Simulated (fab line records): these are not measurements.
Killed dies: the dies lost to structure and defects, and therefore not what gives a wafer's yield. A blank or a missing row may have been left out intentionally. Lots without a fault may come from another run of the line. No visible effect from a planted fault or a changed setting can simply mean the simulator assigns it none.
Chamber matching	flow n5-finfet	N5_BEOL_M10_ETCH_61 on rie-diel-04: 4 sister chambers
The step etches SiARC in CF4, target depth 39 nm, time 65 s. 18 wafers are shown with their chamber, then 9 later ones without.

== EACH WAFER AND ITS CHAMBER ==
wafer	chamber	drypump-motor-current-A (A)	throttle-valve-pct (%)	showerhead-plenum-p-Torr (Torr)
L076.1	0	5.9	15.53	2.13
L076.2	2	5.7	15.83	2.22
L076.4	1	5.4	15.04	2.09
L074.2	0	5.9	15.55	2.13
L074.3	1	5.4	15.04	2.09
L074.4	3	5.0	15.28	2.26
L078.3	3	5.0	15.28	2.25
L078.5	3	5.0	15.28	2.25
L078.6	0	5.9	15.56	2.12
L079.1	3	5.0	15.28	2.25
L079.2	0	5.9	15.56	2.12
L079.6	1	5.4	15.07	2.08
L082.4	2	5.7	15.85	2.22
L082.5	3	5.0	15.31	2.25
L082.6	2	5.7	15.86	2.22
L090.3	2	5.6	15.88	2.21
L090.4	0	5.9	15.60	2.12
L090.6	1	5.4	15.09	2.08

SIGNATURES (averages over the wafers above)
reading	chamber 0	chamber 1	chamber 2	chamber 3	scatter within a chamber
drypump-motor-current-A	5.900	5.400	5.675	5.000	0.0231
throttle-valve-pct	15.5600	15.0600	15.8550	15.2860	0.0214
showerhead-plenum-p-Torr	2.1240	2.0850	2.2175	2.2520	0.00518
Rule: a wafer's distance from a chamber is the root of the sum, over the readings, of the square of ((its reading less the chamber's mean) divided by the reading's scatter). The wafer belongs to the nearest chamber; if the next one is less than 2 further off, it can't be placed. The scatter is the square root of a quotient: the sum, over the shown wafers, of each reading's squared deviation from its chamber's mean, divided by wafers minus chambers.

== WAFERS WHOSE CHAMBER IS MISSING ==
wafer	drypump-motor-current-A (A)	throttle-valve-pct (%)	showerhead-plenum-p-Torr (Torr)
L089.3	5.0	15.35	2.24
L089.5	5.7	15.87	2.21
L089.6	5.4	15.11	2.07
L094.1	5.4	15.12	2.07
L094.2	5.9	15.61	2.11
L094.4	5.0	15.35	2.24
L093.1	5.7	15.90	2.21
L093.2	5.4	15.13	2.07
L093.4	5.9	15.62	2.11

== CHAMBER TAKEN BY EACH ==
wafer	from the rows above	in truth
L089.3	3	3
L089.5	2	2
L089.6	1	1
L094.1	1	1
L094.2	0	0
L094.4	3	3
L093.1	2	2
L093.2	1	1
L093.4	0	0
Correctly placed: 9 of 9. Not placeable from these rows: 0. Number placed wrongly: 0.
